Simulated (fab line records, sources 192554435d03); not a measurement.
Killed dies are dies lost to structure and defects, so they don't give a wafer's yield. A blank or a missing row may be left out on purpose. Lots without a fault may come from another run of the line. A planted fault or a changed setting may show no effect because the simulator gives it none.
fab line records | flow n5_finfet
record lots=6 wafers=16 last_day=18
route steps=1938 shown BEOL_M7@1317
lots that met no fault: from a run of the same line without faults
start_h: hours from the record's first day to the start of the lot's first wafer shown | wait_h: hours since the lot's step before | " the same as in the row above | L1.1+2: a row that stands for several wafers | - no value, or no start given | * or withheld: withheld | < > ~ a bound
route shown NAME@n: a module of which the file shows steps, and the number in the route of the first | usual: mean/standard deviation of fault-free wafers | same: alike in all rows | chamber/n: place in a boat | sites: the reading at each site | _std_site: their standard deviation | _edge_site: outer sites' mean less inner sites' | radius_mm: how far each site lies from the wafer's centre | mask NAME#n: copy n | behind: the tool/chamber that last shaped the wafer | hold: why the lot was held/for how many hours/how that ended | device: the transistor (n, p or np) that didn't switch | end of line: the same wafers' tests at the end of the route | a step without rows: its recipe alone | killed: dies lost to structure and defects at the first sort, not the wafer's yield | map: a wafer's dies, x killed, . not, _ none there
set.NAME: the setting as run; set.NAME@STEP: as run at that earlier step | model.NAME: the simulator's own value behind a step, which no gauge read
lots at some steps of the route; a table a step, a row a wafer
services: from which hour (start_h, from the record's first day; less than 0 if before it) a tool's chamber was out of use, for how many hours, and why
## steps
# step N5_BEOL_M7_CURE_75
# recipe temp_c=370 time_s=120 ambient=DMADMS/He material=SiCOH_lowk
# usual lamp_power_pct=52.31/0.057 wafer_temp_C_max=371.5/0.62
# columns lot.wafer tool chamber start_h wait_h lamp_power_pct wafer_temp_C_max
L669.2 uv_cure-02 0 229.47 0.1 52.27 371.8
L669.5 " 0 " " 52.33 372.9
L669.6 " 0 " " 52.28 372.5
L667.2 uv_cure-03 1 263.01 0.1 52.35 371.0
L667.3 " 1 " " 52.31 370.8
L667.6 " 1 " " 52.28 370.7
L677.4 uv_cure-03 1 295.28 0.2 52.26 371.1
L677.5 " 1 " " 52.37 370.8
L677.6 " 1 " " 52.32 371.1
L680.5 uv_cure-01 2 327.14 0.2 52.24 371.2
L680.6 " 2 " " 52.31 371.1
L683.1 uv_cure-03 2 342.96 0.0 52.36 372.0
L683.2 " 2 " " 52.29 373.1
L683.4 " 2 " " 52.28 372.7
L686.1 uv_cure-02 1 344.07 0.0 52.27 371.4
L686.5 " 1 " " 52.41 371.0
# step N5_BEOL_M7_DEGAS_44
# recipe ambient=vacuum temp_c=250 time_s=60
# step N5_BEOL_M7_PRE_CLEAN_45
# recipe gas=H2/He time_s=30 temp_c=250
# step N5_BEOL_M7_ALD_77
# recipe material=TaN target_thk_a=20 temp_c=275 ald_precursor_family=PDMAT ald_co_reactant=NH3 pressure_torr=3 carrier_flow_sccm=1500 pulse_time_s=2 purge_time_s=3 co_reactant_purge_time_s=2 co_reactant_pulse_time_s=3 ald_cycles=40 precursor_vessel_temp_c=75 precursor_vessel_pressure_torr=26.25 precursor_vessel_carrier_sccm=1000
# usual heater_power_w=424/45
# same co_reactant_purge_time_s=2
# columns lot.wafer tool chamber start_h wait_h heater_power_w
L669.2 ald_metal-03 3 232.28 0.2 352
L669.5 " 2 " " 462
L669.6 " 1 " " 486
L667.2 ald_metal-04 0 263.48 0.0 505
L667.3 " 2 " " 362
L667.6 " 0 " " 506
L677.4 ald_metal-04 2 295.63 0.0 348
L677.5 " 0 " " 493
L677.6 " 3 " " 404
L680.5 ald_metal-04 0 328.34 0.4 487
L680.6 " 1 " " 462
L683.1 ald_metal-04 2 343.76 0.0 360
L683.2 " 0 " " 506
L683.4 " 1 " " 455
L686.1 ald_metal-04 2 344.79 0.3 358
L686.5 " 1 " " 466
# step N5_BEOL_M7_SURFACE_TREAT_79
# recipe gas=Ar time_s=* ion_energy_ev=* ion_current_ma_cm2=0.5 pressure_mtorr=* ar_flow_sccm=30
# usual pressure_mtorr=* throttle_valve_pct=*
# columns lot.wafer tool chamber start_h wait_h pressure_mtorr throttle_valve_pct
L669.2 pvd_sputter-01 - 232.65 0.2 * *
L669.5 " - " " * *
L669.6 " - " " * *
L667.2 pvd_sputter-01 - 263.98 0.4 * *
L667.3 " - " " * *
L667.6 " - " " * *
L677.4 pvd_sputter-01 - 296.01 0.2 * *
L677.5 " - " " * *
L677.6 " - " " * *
L680.5 pvd_sputter-03 - 330.62 2.2 * *
L680.6 " - " " * *
L683.1 pvd_sputter-01 - 344.04 0.2 * *
L683.2 " - " " * *
L683.4 " - " " * *
L686.1 pvd_sputter-01 - 346.49 1.6 * *
L686.5 " - " " * *
# step N5_BEOL_M7_CVD_78
# recipe material=Co target_thk_a=20 temp_c=withheld precursor=CCTBA/H2 pressure_torr=30 time_s=142.3
# step N5_BEOL_M7_SPUTTER_48
# recipe material=Cu target_thk_a=100 temp_c=-20 bias_v=60 power_w=26000 chamber_pressure_pa=0.13 time_s=1.667
# step N5_BEOL_M7_ECD_50
# recipe material=Cu target_thk_a=3000
# step N5_BEOL_M7_ANNEAL_51
# recipe temp_c=225 time_s=90 ambient=N2
# usual anneal_temp_c_max=226.03/0.28 wafer_temp_C_max=226.1/0.32
# columns lot.wafer tool chamber start_h wait_h anneal_temp_c_max wafer_temp_C_max
L669.2 rtp_anneal-02 0 233.35 0.3 226.02 225.9
L669.5 " 0 " " 225.67 226.1
L669.6 " 0 " " 226.11 225.8
L667.2 rtp_anneal-01 0 264.76 0.1 226.18 226.6
L667.3 " 0 " " 225.71 226.5
L667.6 " 0 " " 225.74 226.2
L677.4 rtp_anneal-02 0 296.86 0.4 226.29 226.1
L677.5 " 0 " " 226.09 225.6
L677.6 " 0 " " 226.27 226.1
L680.5 rtp_anneal-02 0 331.36 0.2 226.87 225.9
L680.6 " 0 " " 226.24 226.2
L683.1 rtp_anneal-02 0 344.47 0.1 226.26 225.8
L683.2 " 0 " " 226.23 226.1
L683.4 " 0 " " 225.87 226.1
L686.1 rtp_anneal-01 0 347.10 0.2 225.71 226.6
L686.5 " 0 " " 226.27 226.0
# step N5_BEOL_M7_CMP_52
# recipe stop_on=SiCOH_lowk t_overpolish_s=6.9 down_force_psi=1 platen_rpm=50 clearing_platen_down_force_psi=1.5 clearing_platen_rpm=50 post_cmp_clean=cu_alkaline target_thk_nm=80 clearing_platen_pad_velocity_m_s=0.99484 pad_velocity_m_s=0.99484
# usual barrier_field_endpoint_s=29.4/0.97 edge_zone_pressure_frac=1.000/0.0053 motor_current_A=5.9/0.57 overpolish_run_s=6.900/0.0088 time_to_endpoint_s=64/4.8
# same t_overpolish_s=6.9
# columns lot.wafer tool chamber start_h wait_h barrier_field_endpoint_s edge_zone_pressure_frac motor_current_A overpolish_run_s time_to_endpoint_s
L669.2 cmp-04 0 233.68 0.3 29.9 0.993 5.7 6.903 67
L669.6 " 2 " " 28.9 0.998 5.6 6.884 60
L669.5 " 3 " " 29.0 0.997 5.5 6.899 66
L667.3 cmp-02 0 265.07 0.2 29.7 1.004 5.8 6.899 65
L667.2 " 1 " " 28.1 1.001 5.8 6.899 61
L667.6 " 3 " " 27.8 1.010 6.9 6.893 63
L677.4 cmp-04 1 297.10 0.2 29.2 0.996 5.2 6.902 62
L677.6 " 3 " " 30.7 0.996 5.7 6.905 68
L677.5 " 0 " " 30.7 1.005 6.2 6.910 71
L680.5 cmp-03 2 331.62 0.2 28.7 1.007 7.2 6.892 62
L680.6 " 3 " " 29.5 0.996 5.8 6.896 65
L683.1 cmp-02 3 344.77 0.3 27.9 1.003 6.4 6.920 60
L683.4 " 0 " " 28.5 0.998 5.8 6.909 63
L683.2 " 2 " " 27.6 1.006 6.5 6.905 59
L686.1 cmp-04 0 347.52 0.4 29.5 0.999 6.3 6.898 66
L686.5 " 1 " " 29.5 1.011 5.0 6.891 58
# step N5_BEOL_M7_THK_MEAS_53
# recipe thk_meas_gauge=xrf reads=Cu_of_BEOL_M7_ECD_50
# usual M7_THK=80/3
# columns lot.wafer tool chamber start_h wait_h M7_THK[nm]
L669.2 film_metro-02 - 233.90 - 78
L669.5 " - " " 80
L669.6 " - " " 80
L667.2 film_metro-01 - 265.32 - 78
L667.3 " - " " 79
L667.6 " - " " 78
L677.4 film_metro-01 - 297.32 - 76
L677.5 " - " " 80
L677.6 " - " " 78
L680.5 film_metro-01 - 331.77 - 78
L680.6 " - " " 84
L683.1 film_metro-01 - 345.06 - 77
L683.2 " - " " 81
L683.4 " - " " 88
L686.1 film_metro-02 - 347.70 - 81
L686.5 " - " " 81
# step N5_BEOL_M7_PRE_CLEAN_55
# recipe gas=NH3 time_s=15 temp_c=withheld rf_power_w=300
# step N5_BEOL_M7_DEP_56
# recipe material=SiCN target_thk_a=100 temp_c=withheld precursor=3MS/NH3 pressure_torr=3 rf_w=202 time_s=17.5
# usual showerhead_plenum_p_Torr=3.674/0.0083 throttle_valve_pct=8.96/0.3
# columns lot.wafer tool chamber start_h wait_h showerhead_plenum_p_Torr throttle_valve_pct model.SiCN_of_BEOL_M7_DEP_56.thk_nm
L669.2 pecvd-04 2 233.96 0.0 3.683 8.73 9.8
L669.5 " 2 " " 3.680 8.84 9.8
L669.6 " 1 " " 3.683 9.65 10
L667.2 pecvd-02 1 265.38 0.0 3.677 8.99 9.8
L667.3 " 0 " " 3.660 9.23 9.8
L667.6 " 0 " " 3.664 8.85 10
L677.4 pecvd-02 1 297.40 0.0 3.681 8.87 10
L677.5 " 2 " " 3.673 9.06 9.2
L677.6 " 0 " " 3.664 9.19 10.4
L680.5 pecvd-02 0 331.85 0.0 3.667 9.15 9.8
L680.6 " 2 " " 3.678 9.10 10.2
L683.1 pecvd-01 2 345.13 0.0 3.670 8.83 10
L683.2 " 0 " " 3.687 8.54 9.6
L683.4 " 0 " " 3.685 8.68 10
L686.1 pecvd-01 1 347.77 0.0 3.686 8.79 10
L686.5 " 1 " " 3.684 8.54 10.4
# step N5_BEOL_M7_RS_MEAS_57
# recipe thk_meas_gauge=four-point-probe reads=Cu_of_BEOL_M7_ECD_50+Co_of_BEOL_M7_CVD_78+TaN_of_BEOL_M7_ALD_77
# usual M7_RS=0.287/0.012
# columns lot.wafer tool chamber start_h wait_h M7_RS[ohm/sq]
L669.2 film_metro-02 - 234.03 0.1 0.296
L669.5 " - " " 0.290
L669.6 " - " " 0.286
L667.2 film_metro-01 - 265.45 0.1 0.290
L667.3 " - " " 0.286
L667.6 " - " " 0.293
L677.4 film_metro-02 - 297.45 0.0 0.300
L677.5 " - " " 0.285
L677.6 " - " " 0.289
L680.5 film_metro-01 - 331.90 0.0 0.295
L680.6 " - " " 0.274
L683.1 film_metro-02 - 345.19 0.1 0.300
L683.2 " - " " 0.285
L683.4 " - " " 0.255
L686.1 film_metro-02 - 347.83 0.1 0.281
L686.5 " - " " 0.281
## services
# columns tool chamber start_h hours kind
pecvd-04 1 210.67 3.4 repair
uv_cure-01 - 211.02 1.0 pm
pecvd-02 1 213.54 5.5 scheduled_down
pecvd-04 1 214.10 5.5 scheduled_down
pecvd-04 1 219.64 5.5 scheduled_down
pecvd-01 2 245.23 12.9 repair
uv_cure-01 - 248.69 7.5 pm
pecvd-02 1 249.97 2.1 scheduled_down
ald_metal-03 1 262.22 8.8 repair
cmp-03 - 265.10 2.1 repair
ald_metal-03 1 282.50 6.5 repair
pecvd-01 1 303.86 4.9 repair
uv_cure-02 - 306.34 2.1 pm
ald_metal-04 2 310.63 1.7 repair
rtp_anneal-02 - 316.34 5.9 pm
cmp-02 - 320.10 1.7 repair
cmp-02 - 323.33 4.0 pm
cmp-02 - 327.33 - consumable_replace:conditioner
cmp-02 - 327.33 - consumable_replace:pad
uv_cure-01 - 328.81 2.1 pm
cmp-02 - 332.21 2.9 repair
pecvd-02 0 337.11 2.1 scheduled_down
uv_cure-03 - 337.31 2.8 pm
ald_metal-03 - 337.59 14.0 pm
## key
first_sign none at tools or gauges
model_effect step=N5_BEOL_M7_DEP_56 value=SiCN_of_BEOL_M7_DEP_56.thk_nm without=10.1 struck=9.5
met_at N5_BEOL_M7_DEP_56
struck_wafers L677.5,L680.5
onset_between 265.38 297.40
fault kind=process_parameter_drift tool=pecvd-02 chamber=- onset_h=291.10 steps=N5_BEOL_M7_DEP_56 channel=time_s offset=* shape=step end_h=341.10 scope=struck_wafers_only acts_in=* stated=*
